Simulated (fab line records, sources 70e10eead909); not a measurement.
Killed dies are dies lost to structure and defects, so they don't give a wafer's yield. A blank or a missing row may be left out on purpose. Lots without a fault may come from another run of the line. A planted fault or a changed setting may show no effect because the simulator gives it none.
Chamber matching | flow nand_harc | NHARC_A_STAIRCASE_STRIP_476 on rie_diel-01: 4 sister chambers
The step strips in O2, time 20 s. 8 wafers are shown with their chamber, then 9 later ones without.

WAFERS WITH THEIR CHAMBER
wafer  | chamber | showerhead_plenum_p_Torr (Torr) | drypump_motor_current_A (A)
L077.3 | 1       | 3.48                            | 6.1
L078.3 | 0       | 3.73                            | 5.1
L082.1 | 2       | 3.30                            | 5.4
L082.2 | 0       | 3.72                            | 5.1
L082.6 | 3       | 3.36                            | 4.9
L085.2 | 1       | 3.46                            | 6.0
L085.5 | 3       | 3.35                            | 5.0
L085.6 | 2       | 3.29                            | 5.4

WAFERS WITHOUT THEIR CHAMBER
wafer  | showerhead_plenum_p_Torr (Torr) | drypump_motor_current_A (A)
L088.2 | 3.46                            | 6.0
L088.3 | 3.29                            | 5.4
L088.5 | 3.35                            | 5.0
L095.1 | 3.45                            | 6.0
L095.3 | 3.80                            | 5.5
L095.6 | 3.45                            | 6.1
L096.2 | 3.33                            | 5.0
L096.4 | 3.44                            | 6.1
L096.6 | 3.33                            | 5.0

WHICH CHAMBER EACH WENT THROUGH
wafer  | from the rows above | in truth
L088.2 | 1                   | 1
L088.3 | 2                   | 2
L088.5 | 3                   | 3
L095.1 | 1                   | 1
L095.3 | 0                   | 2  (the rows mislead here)
L095.6 | 1                   | 1
L096.2 | 3                   | 3
L096.4 | 1                   | 1
L096.6 | 3                   | 3
Placed correctly: 8 of 9. Can't be placed from these rows: 0. Placed wrongly: 1.
How it was worked out, from the rows above alone: a wafer's distance from a chamber is the root of the sum, over the readings, of the square of ((its reading less the chamber's mean) divided by the reading's scatter). The wafer belongs to the nearest chamber; if the next one is less than 2 further off, it can't be placed. A chamber's mean is the mean of its shown wafers. The scatter: the root of (the sum of the squares of (reading less its chamber's mean) over the shown wafers, divided by (wafers less chambers)).
